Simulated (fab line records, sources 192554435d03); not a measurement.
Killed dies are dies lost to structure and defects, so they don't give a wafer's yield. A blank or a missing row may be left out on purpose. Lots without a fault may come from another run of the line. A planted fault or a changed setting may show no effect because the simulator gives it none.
Chamber matching | flow n5_finfet | N5_BEOL_M9_DESCUM_33 on rie_diel-05: 4 sister chambers
The step chemistry O2, time 7 s. 8 wafers are shown with their chamber, then 7 later ones without.

WAFERS WITH THEIR CHAMBER
wafer  | chamber | showerhead_plenum_p_Torr (Torr) | throttle_valve_pct (%)
L077.4 | 0       | 2.16                            | 20.72
L077.5 | 1       | 2.22                            | 20.76
L077.6 | 2       | 2.02                            | 20.68
L082.1 | 2       | 2.02                            | 20.71
L082.4 | 3       | 2.02                            | 20.25
L082.6 | 3       | 2.02                            | 20.24
L084.1 | 0       | 2.16                            | 20.76
L084.2 | 1       | 2.21                            | 20.78

WAFERS WITHOUT THEIR CHAMBER
wafer  | showerhead_plenum_p_Torr (Torr) | throttle_valve_pct (%)
L084.3 | 2.01                            | 20.24
L084.4 | 2.02                            | 20.72
L084.5 | 2.02                            | 20.71
L084.6 | 2.21                            | 20.79
L090.1 | 2.01                            | 20.73
L090.2 | 2.01                            | 20.26
L090.6 | 2.01                            | 20.74

WHICH CHAMBER EACH WENT THROUGH
wafer  | from the rows above | in truth
L084.3 | 3                   | 3
L084.4 | 2                   | 2
L084.5 | 2                   | 2
L084.6 | 1                   | 1
L090.1 | 2                   | 2
L090.2 | 3                   | 3
L090.6 | 2                   | 2
Placed correctly: 7 of 7. Can't be placed from these rows: 0. Placed wrongly: 0.
How it was worked out, from the rows above alone: a wafer's distance from a chamber is the root of the sum, over the readings, of the square of ((its reading less the chamber's mean) divided by the reading's scatter). The wafer belongs to the nearest chamber; if the next one is less than 2 further off, it can't be placed. A chamber's mean is the mean of its shown wafers. The scatter: the root of (the sum of the squares of (reading less its chamber's mean) over the shown wafers, divided by (wafers less chambers)).
